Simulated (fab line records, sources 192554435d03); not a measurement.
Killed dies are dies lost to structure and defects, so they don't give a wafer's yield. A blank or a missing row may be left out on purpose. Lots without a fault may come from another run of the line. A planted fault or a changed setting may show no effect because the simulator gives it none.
Chamber matching | flow n5_finfet | N5_BEOL_M4_ETCH_77 on rie_diel-04: 4 sister chambers
The step etches underlayer in N2/H2, target depth 6.5 nm, time 5.2 s. 4 wafers are shown with their chamber, then 12 later ones without.

WAFERS WITH THEIR CHAMBER
wafer  | chamber | throttle_valve_pct (%)
L090.5 | 1       | 18.08
L092.2 | 2       | 17.65
L092.4 | 0       | 17.91
L092.5 | 3       | 17.69

WAFERS WITHOUT THEIR CHAMBER
wafer  | throttle_valve_pct (%)
L093.3 | 17.71
L093.5 | 17.94
L093.6 | 17.69
L095.1 | 17.66
L095.4 | 17.93
L095.6 | 18.10
L096.2 | 17.67
L096.4 | 17.92
L096.5 | 17.95
L091.3 | 17.69
L091.4 | 18.14
L091.5 | 17.69

WHICH CHAMBER EACH WENT THROUGH
wafer  | from the rows above     | in truth
L093.3 | can't be placed: 3 or 2 | 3
L093.5 | 0                       | 0
L093.6 | can't be placed: 3 or 2 | 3
L095.1 | can't be placed: 2 or 3 | 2
L095.4 | 0                       | 0
L095.6 | 1                       | 1
L096.2 | can't be placed: 3 or 2 | 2
L096.4 | 0                       | 0
L096.5 | 0                       | 0
L091.3 | can't be placed: 3 or 2 | 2
L091.4 | 1                       | 1
L091.5 | can't be placed: 3 or 2 | 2
Placed correctly: 6 of 12. Can't be placed from these rows: 6 (the true chamber is among the candidates in 6). Placed wrongly: 0.
How it was worked out, from the rows above alone: a wafer's distance from a chamber is the root of the sum, over the readings, of the square of ((its reading less the chamber's mean) divided by the reading's scatter). The wafer belongs to the nearest chamber; if the next one is less than 2 further off, it can't be placed. A chamber's mean is the mean of its shown wafers. The scatter: with one shown wafer a chamber, the root of the mean of the squares of how far each hidden wafer lies from its nearest shown one.
